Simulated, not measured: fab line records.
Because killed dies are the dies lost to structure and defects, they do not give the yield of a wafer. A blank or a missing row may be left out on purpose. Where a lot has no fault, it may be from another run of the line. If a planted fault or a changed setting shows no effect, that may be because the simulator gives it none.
Which tool was responsible? / flow n5_finfet / 8 lots with 24 wafers sampled at 5 steps, on a route of 1938 steps

== WHAT THE GAUGES READ, wafer by wafer ==
N5_MOL_CONTACT_COAG_CD_MEAS_137 targets a cd of 16 nm.
lot=L104; measured=day 5 18:53; on=cd_sem-03; cd_nm (nm)=16.14 15.91 15.64
lot=L108; measured=day 6 19:46; on=cd_sem-03; cd_nm (nm)=16.20 15.91 15.71
lot=L114; measured=day 8 04:07; on=cd_sem-03; cd_nm (nm)=16.12 15.93 16.28
lot=L116; measured=day 8 13:01; on=cd_sem-03; cd_nm (nm)=15.55 15.45 16.04
lot=L122; measured=day 10 04:02; on=cd_sem-03; cd_nm (nm)=- - -
lot=L123; measured=day 10 11:33; on=cd_sem-02; cd_nm (nm)=- - -
lot=L124; measured=day 10 15:07; on=cd_sem-03; cd_nm (nm)=- - -
lot=L125; measured=day 10 21:13; on=cd_sem-02; cd_nm (nm)=16.07 15.97 15.69

== EACH LOT AND THE TOOL THAT RAN IT (in order: tool; ch and the chambers of the sampled wafers; start) ==
lot=L104; N5_MOL_CONTACT_COAG_ETCH_90=rie_diel-06 ch 0,3, day 5 18:07; N5_MOL_CONTACT_COAG_ALD_131=ald_sin-03 ch 0,1, day 5 18:12; N5_MOL_CONTACT_COAG_VIA_ETCH_46=rie_diel-01 ch 0,2,3, day 5 18:32; N5_MOL_CONTACT_COAG_ETCH_47=rie_diel-01 ch 0,2,3, day 5 18:38
lot=L108; N5_MOL_CONTACT_COAG_ETCH_90=rie_diel-06 ch 0,1, day 6 19:01; N5_MOL_CONTACT_COAG_ALD_131=ald_sin-03 ch 0,2,3, day 6 19:05; N5_MOL_CONTACT_COAG_VIA_ETCH_46=rie_diel-01 ch 1,2, day 6 19:26; N5_MOL_CONTACT_COAG_ETCH_47=rie_diel-01 ch 1,2, day 6 19:32
lot=L114; N5_MOL_CONTACT_COAG_ETCH_90=rie_diel-02 ch 1,3, day 8 03:22; N5_MOL_CONTACT_COAG_ALD_131=ald_sin-02 ch 1,3, day 8 03:26; N5_MOL_CONTACT_COAG_VIA_ETCH_46=rie_diel-06 ch 0,1, day 8 03:46; N5_MOL_CONTACT_COAG_ETCH_47=rie_diel-06 ch 0,1, day 8 03:53
lot=L116; N5_MOL_CONTACT_COAG_ETCH_90=rie_diel-02 ch 2,3, day 8 11:59; N5_MOL_CONTACT_COAG_ALD_131=ald_sin-03 ch 0,1,2, day 8 12:20; N5_MOL_CONTACT_COAG_VIA_ETCH_46=rie_diel-02 ch 1,2,3, day 8 12:40; N5_MOL_CONTACT_COAG_ETCH_47=rie_diel-02 ch 1,2,3, day 8 12:47
lot=L122; N5_MOL_CONTACT_COAG_ETCH_90=rie_diel-06 ch 0,1,2, day 10 03:17; N5_MOL_CONTACT_COAG_ALD_131=ald_sin-02 ch 0,1,2, day 10 03:22; N5_MOL_CONTACT_COAG_VIA_ETCH_46=rie_diel-01 ch 0,2,3, day 10 03:42; N5_MOL_CONTACT_COAG_ETCH_47=rie_diel-01 ch 0,2,3, day 10 03:49
lot=L123; N5_MOL_CONTACT_COAG_ETCH_90=rie_diel-01 ch 0,1,2, day 10 10:46; N5_MOL_CONTACT_COAG_ALD_131=ald_sin-02 ch 0,1,3, day 10 10:50; N5_MOL_CONTACT_COAG_VIA_ETCH_46=rie_diel-06 ch 0,2,3, day 10 11:13; N5_MOL_CONTACT_COAG_ETCH_47=rie_diel-06 ch 0,2,3, day 10 11:20
lot=L124; N5_MOL_CONTACT_COAG_ETCH_90=rie_diel-06 ch 1,2,3, day 10 14:22; N5_MOL_CONTACT_COAG_ALD_131=ald_sin-01 ch 0,2,3, day 10 14:26; N5_MOL_CONTACT_COAG_VIA_ETCH_46=rie_diel-01 ch 0,2,3, day 10 14:47; N5_MOL_CONTACT_COAG_ETCH_47=rie_diel-01 ch 0,2,3, day 10 14:53
lot=L125; N5_MOL_CONTACT_COAG_ETCH_90=rie_diel-01 ch 0,1, day 10 20:28; N5_MOL_CONTACT_COAG_ALD_131=ald_sin-02 ch 0,2,3, day 10 20:32; N5_MOL_CONTACT_COAG_VIA_ETCH_46=rie_diel-02 ch 2,3, day 10 20:53; N5_MOL_CONTACT_COAG_ETCH_47=rie_diel-02 ch 2,3, day 10 20:59
- N5_MOL_CONTACT_COAG_ETCH_90: etches SiARC in CF4, target depth 13 nm, time 21.7 s.
- N5_MOL_CONTACT_COAG_ALD_131: deposits SiO2, target thk 5 nm, pulse time 1 s, co reactant pulse time 1 s.
- N5_MOL_CONTACT_COAG_VIA_ETCH_46: etches SiO2 in C4F6/O2, target depth 46 nm, overetch 9.2 nm, time 40 s.
- N5_MOL_CONTACT_COAG_ETCH_47: etches SiNx in CH3F/O2, stops on W, target depth 27 nm.

== THE ANSWER, worked out from the rows above alone ==
Rule: the usual values come from the lots themselves. Put in order of their means at a reading, lots are off if they are a third of the lots or fewer, leave a main group of 4 or more, and stand apart from it by a gap of 3 or more times the standard deviation of the main group's means; of several such gaps the widest counts. If all means in a main group match to the digits the tables above print for the reading, that group is not used. Also off: a lot with no number at a reading for which 4 or more lots have one. Where the step has rows for the other lots, those lots are counted as sound.
Off at N5_MOL_CONTACT_COAG_CD_MEAS_137 (cd_nm): L122, L123, L124. Without a number there: L122, L123, L124. For the main group the mean is 15.91 nm and the standard deviation 0.14.
If a tool, at a process step before that reading, ran all the lots that are off and no sound lot after the first of them, it fits. Gauges at N5_MOL_CONTACT_COAG_CD_MEAS_137: tried the same way as those tools. No candidate that was tried fits.

== WHAT WAS PUT IN BY THE SIMULATOR ==
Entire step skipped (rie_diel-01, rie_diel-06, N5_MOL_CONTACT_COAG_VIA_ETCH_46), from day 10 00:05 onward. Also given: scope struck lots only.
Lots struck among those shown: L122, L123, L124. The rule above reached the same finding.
